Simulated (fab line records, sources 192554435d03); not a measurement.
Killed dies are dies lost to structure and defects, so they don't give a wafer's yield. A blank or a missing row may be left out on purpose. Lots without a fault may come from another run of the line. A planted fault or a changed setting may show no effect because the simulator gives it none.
Chamber matching | flow n5_finfet | N5_FIN_SAQP_PECVD_48 on pecvd-04: 3 sister chambers
The step deposits SiNx from SiH4/NH3/N2, target thk 25 nm, time 22.1 s. 6 wafers are shown with their chamber, then 10 later ones without.

WAFERS WITH THEIR CHAMBER
wafer  | chamber | throttle_valve_pct (%) | showerhead_plenum_p_Torr (Torr)
L083.2 | 1       | 44.3                   | 5.11
L085.1 | 1       | 44.5                   | 5.10
L085.3 | 2       | 38.4                   | 5.04
L085.5 | 0       | 41.9                   | 5.12
L088.1 | 2       | 38.5                   | 5.03
L088.3 | 0       | 41.7                   | 5.15

WAFERS WITHOUT THEIR CHAMBER
wafer  | throttle_valve_pct (%) | showerhead_plenum_p_Torr (Torr)
L088.6 | 38.6                   | 5.04
L091.2 | 44.7                   | 5.10
L091.3 | 44.6                   | 5.10
L091.5 | 41.5                   | 5.13
L092.2 | 44.4                   | 5.11
L092.4 | 41.8                   | 5.15
L092.5 | 38.6                   | 5.03
L094.2 | 44.3                   | 5.10
L094.4 | 38.9                   | 5.03
L094.6 | 42.0                   | 5.12

WHICH CHAMBER EACH WENT THROUGH
wafer  | from the rows above | in truth
L088.6 | 2                   | 2
L091.2 | 1                   | 1
L091.3 | 1                   | 1
L091.5 | 0                   | 0
L092.2 | 1                   | 1
L092.4 | 0                   | 0
L092.5 | 2                   | 2
L094.2 | 1                   | 1
L094.4 | 2                   | 2
L094.6 | 0                   | 0
Placed correctly: 10 of 10. Can't be placed from these rows: 0. Placed wrongly: 0.
How it was worked out, from the rows above alone: a wafer's distance from a chamber is the root of the sum, over the readings, of the square of ((its reading less the chamber's mean) divided by the reading's scatter). The wafer belongs to the nearest chamber; if the next one is less than 2 further off, it can't be placed. A chamber's mean is the mean of its shown wafers. The scatter: the root of (the sum of the squares of (reading less its chamber's mean) over the shown wafers, divided by (wafers less chambers)).
